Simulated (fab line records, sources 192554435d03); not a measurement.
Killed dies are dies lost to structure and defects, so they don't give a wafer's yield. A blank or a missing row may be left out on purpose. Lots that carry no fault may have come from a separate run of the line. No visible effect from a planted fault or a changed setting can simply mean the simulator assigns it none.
Matching of chambers ; flow n5 finfet ; N5_ZERO_LAYER_PECVD_02 on pecvd-03 has 3 sister chambers
The step deposits SiO2 from SiH4/N2O, target thk 10 nm, time 6 s. 6 wafers are shown with their chamber, then 9 later ones without.

== WAFERS WITH THEIR CHAMBER ==
wafer;chamber;showerhead plenum p Torr (Torr);showerhead vpp V (V)
L084.4;1;8.15;1032
L084.5;2;8.20;1089
L084.6;0;8.05;971
L086.2;0;8.05;991
L086.3;1;8.17;1054
L086.4;2;8.20;1054

== WAFERS WHOSE CHAMBER IS MISSING ==
wafer;showerhead plenum p Torr (Torr);showerhead vpp V (V)
L089.2;8.06;1005
L089.4;8.05;980
L089.5;8.22;1086
L090.1;8.17;1041
L090.2;8.06;988
L090.4;8.20;1062
L096.2;8.22;1079
L096.3;8.07;992
L096.5;8.17;1022

== WHICH CHAMBER EACH ONE RAN IN ==
wafer;from the rows above;in truth
L089.2;0;0
L089.4;0;0
L089.5;2;2
L090.1;1;1
L090.2;0;0
L090.4;2;2
L096.2;2;2
L096.3;0;0
L096.5;1;1
Correctly placed: 9 of 9. Can't be placed from these rows: 0. 0 placed wrongly.
How it was worked out, from the rows above alone: a wafer's distance from a chamber is the root of the sum, over the readings, of the square of ((its reading less the chamber's mean) divided by the reading's scatter). The wafer belongs to the nearest chamber; if the next one is less than 2 further off, it can't be placed. The mean given for a chamber averages the wafers shown for that chamber. The scatter: the root of (the sum of the squares of (reading less its chamber's mean) over the shown wafers, divided by (wafers less chambers)).
